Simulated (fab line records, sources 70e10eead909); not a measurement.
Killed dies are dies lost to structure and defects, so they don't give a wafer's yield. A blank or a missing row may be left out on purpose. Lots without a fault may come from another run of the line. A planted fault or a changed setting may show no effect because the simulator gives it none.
Which tool did it? | flow nand_harc | 14 lots, 40 wafers sampled, at 6 steps of a route of 1159

WHAT THE GAUGES READ, wafer by wafer
NHARC_A_SOURCE_PLATE_THK_MEAS_06: measures by ellipsometry. Usual: thk_nm 199.8 nm, standard deviation 2.1.
lot  | measured     | on            | thk_nm (nm)       | flag
L200 | day 7 13:35  | film_metro-02 | 200.2 202.3 198.0 |
L201 | day 7 23:05  | film_metro-02 | 202.0 202.3 202.8 |
L202 | day 8 05:19  | film_metro-02 | 200.4 202.8 202.0 |
L205 | day 8 21:14  | film_metro-01 | 197.2 196.3 195.1 |
L203 | day 8 21:14  | film_metro-02 | 203.0 202.1 201.8 |
L204 | day 8 21:14  | film_metro-01 | 196.1 196.4 198.4 |
L207 | day 9 08:54  | film_metro-01 | 200.9 199.3 200.9 |
L206 | day 9 08:55  | film_metro-01 | 198.1 199.4 198.7 |
L213 | day 11 23:23 | film_metro-01 | 196.2 198.9 197.3 |
L217 | day 11 23:23 | film_metro-02 | 199.3             |
L219 | day 12 12:27 | film_metro-02 | 200.8 201.0 201.0 |
L221 | day 12 17:04 | film_metro-01 | 199.8 203.1 201.5 |
L222 | day 12 17:04 | film_metro-02 | 200.6 200.5 198.5 |
L223 | day 13 06:35 | film_metro-02 | 198.5 199.7 198.7 |

NHARC_A_ONON_D1_THK_MEAS_18: measures by ellipsometry. Usual: thk_nm 1004 nm, standard deviation 7.
lot  | measured     | on            | thk_nm (nm)    | flag
L200 | day 8 00:32  | film_metro-01 | 1013 1013 1015 |
L201 | day 8 09:10  | film_metro-02 | 1006 1004 1003 |
L202 | day 8 15:23  | film_metro-02 | 994 991 994    |
L205 | day 9 07:37  | film_metro-01 | 1005 1004 1005 |
L203 | day 9 07:17  | film_metro-01 | 993 992 995    |
L204 | day 9 07:17  | film_metro-02 | 1008 1009 1010 |
L207 | day 9 20:23  | film_metro-01 | 1015 1016 1016 |
L206 | day 9 20:24  | film_metro-02 | 1004 1004 1002 |
L213 | day 12 10:34 | film_metro-02 | 1011 1011 1012 |
L217 | day 12 10:21 | film_metro-02 | 1009           |
L219 | day 12 22:30 | film_metro-02 | 1001 999 999   |
L221 | day 13 03:08 | film_metro-02 | 1006 1006 1007 |
L222 | day 13 03:09 | film_metro-01 | 995 996 996    |
L223 | day 13 16:37 | film_metro-02 | 1014 1013 1014 |

NHARC_A_ONON_D1_THK_MEAS_30: measures by ellipsometry. Usual: thk_nm 999 nm, standard deviation 7.7.
lot  | measured     | on            | thk_nm (nm)    | flag
L200 | day 8 02:47  | film_metro-02 | 992 991 990    |
L201 | day 8 11:26  | film_metro-02 | 1010 1009 1009 |
L202 | day 8 17:39  | film_metro-02 | 1001 1001 1000 |
L205 | day 9 10:16  | film_metro-02 | 991 992 992    |
L203 | day 9 09:33  | film_metro-01 | 1010 1009 1009 |
L204 | day 9 10:03  | film_metro-02 | 993 995 994    |
L207 | day 9 22:40  | film_metro-01 | 1002 1001 1001 |
L206 | day 9 22:49  | film_metro-01 | 990 991 990    |
L213 | day 12 13:15 | film_metro-01 | 1001 1002 1415 | OFF
L217 | day 12 12:54 | film_metro-01 | 1411           | OFF
L219 | day 13 00:46 | film_metro-01 | 993 994 994    |
L221 | day 13 05:24 | film_metro-01 | 991 990 992    |
L222 | day 13 05:26 | film_metro-02 | 997 1000 998   |
L223 | day 13 18:53 | film_metro-02 | 985 985 985    |

NHARC_END_SORT_01. Usual: killed_at_array 27, standard deviation 12; killed_at_other 0.5, standard deviation 0.9; killed_at_periphery 3.7, standard deviation 2.7; killed_dies 31, standard deviation 12; killed_open 3.3, standard deviation 2; killed_short 2.0, standard deviation 1.4.
lot  | measured     | on        | killed_at_array | killed_at_other | killed_at_periphery | killed_dies | killed_open | killed_short | flag
L213 | day 24 19:40 | prober-01 | 38 30 39        | 0 0 0           | 7 4 1               | 45 34 40    | 6 1 2       | 3 2 0        |

WHICH TOOL RAN EACH LOT (tool, then ch and the chambers of the sampled wafers, then the start)
lot  | NHARC_A_ZERO_WELL_ETCH_13        | NHARC_A_ONON_D1_DEP_28
L200 | rie_si-05 ch 0,3, day 6 10:17    | pecvd_onon-04 ch 0, day 8 02:24
L201 | rie_si-03 ch 1,3, day 7 01:27    | pecvd_onon-04 ch 0, day 8 10:56
L202 | rie_si-06 ch 1,2,3, day 7 08:00  | pecvd_onon-01 ch 0, day 8 17:08
L205 | rie_si-03 ch 0,1, day 7 21:40    | pecvd_onon-02 ch 0, day 9 09:44
L203 | rie_si-05 ch 1,2,3, day 7 23:07  | pecvd_onon-02 ch 0, day 9 09:02
L204 | rie_si-06 ch 0,1,2, day 8 00:08  | pecvd_onon-04 ch 0, day 9 09:35
L207 | rie_si-06 ch 1,2,3, day 8 11:40  | pecvd_onon-04 ch 0, day 9 22:12
L206 | rie_si-03 ch 0,2, day 8 13:09    | pecvd_onon-02 ch 0, day 9 22:17
L213 | rie_si-06 ch 0,2,3, day 11 02:12 | pecvd_onon-02 ch 0, day 12 12:47
L217 | rie_si-06 ch 1, day 11 03:37     | pecvd_onon-02 ch 0, day 12 12:34
L219 | rie_si-05 ch 0,3, day 11 15:49   | pecvd_onon-04 ch 0, day 13 00:22
L221 | rie_si-06 ch 0,2, day 11 17:14   | pecvd_onon-01 ch 0, day 13 04:54
L222 | rie_si-05 ch 0,1,2, day 11 18:13 | pecvd_onon-04 ch 0, day 13 04:55
L223 | rie_si-05 ch 0,2,3, day 12 08:39 | pecvd_onon-04 ch 0, day 13 18:26
- NHARC_A_ZERO_WELL_ETCH_13: etches the open film in HBr/Cl2, target depth 120 nm, time 40.1 s.
- NHARC_A_ONON_D1_DEP_28: target thk 1000 nm.

WHAT THE TOOLS THEMSELVES READ (means of the sampled wafers that have a number; where no wafer has one, the mark that the record gives instead)
NHARC_A_ZERO_WELL_ETCH_13. Usual: drypump_motor_current_A 5.6 A, standard deviation 0.59; oes_product_au 0.999 a.u., standard deviation 0.0086; throttle_valve_pct 26.406 %, standard deviation 0.0096.
lot  | tool      | drypump_motor_current_A (A) | oes_product_au (a.u.) | throttle_valve_pct (%) | flag
L200 | rie_si-05 | 5.4                         | 1.008                 | 26.398                 |
L201 | rie_si-03 | 6.0                         | 0.991                 | 26.405                 |
L202 | rie_si-06 | 5.4                         | 0.999                 | 26.410                 |
L205 | rie_si-03 | 5.8                         | 0.996                 | 26.403                 |
L203 | rie_si-05 | 5.1                         | 1.008                 | 26.407                 |
L204 | rie_si-06 | 5.2                         | 0.989                 | 26.408                 |
L207 | rie_si-06 | 5.4                         | 0.994                 | 26.403                 |
L206 | rie_si-03 | 5.9                         | 0.992                 | 26.399                 |
L213 | rie_si-06 | 5.5                         | 1.001                 | 26.403                 |
L217 | rie_si-06 | 4.8                         | 0.997                 | 26.404                 |
L219 | rie_si-05 | 6.0                         | 1.000                 | 26.404                 |
L221 | rie_si-06 | 5.4                         | 1.006                 | 26.406                 |
L222 | rie_si-05 | 5.8                         | 1.003                 | 26.408                 |
L223 | rie_si-05 | 5.7                         | 0.999                 | 26.394                 |

THE ANSWER, worked out from the rows above alone
Rule: a lot is off if the mean of its wafers that have a number lies more than 3 standard deviations from the usual mean. A lot without any number at a reading at which 4 lots or more have one is off too. The other lots that the step has rows for count as sound. The gauges are gone through in route order, then the tools' own readings, and for those a lot's mean is taken as printed above. The first step at which some lot is off is used, and at that step the reading that is off furthest; a lot without a number counts as furthest.
Off: L213, L217, at NHARC_A_ONON_D1_THK_MEAS_30 (thk_nm).
A tool fits if, at a process step before that reading, it ran every lot that is off, and no sound lot after the first of them. The gauges at NHARC_A_ONON_D1_THK_MEAS_30 are tried like those tools. One fits: pecvd_onon-02 at NHARC_A_ONON_D1_DEP_28. Its last sound lot is L206 (day 9 22:17), its first lot that is off L217 (day 12 12:34): a fault that began between those two fits.

WHAT THE SIMULATOR HAD PUT IN
Process parameter drift: pecvd_onon-02, from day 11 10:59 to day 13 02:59, at NHARC_A_ONON_D1_DEP_28. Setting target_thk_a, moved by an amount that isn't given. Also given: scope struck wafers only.
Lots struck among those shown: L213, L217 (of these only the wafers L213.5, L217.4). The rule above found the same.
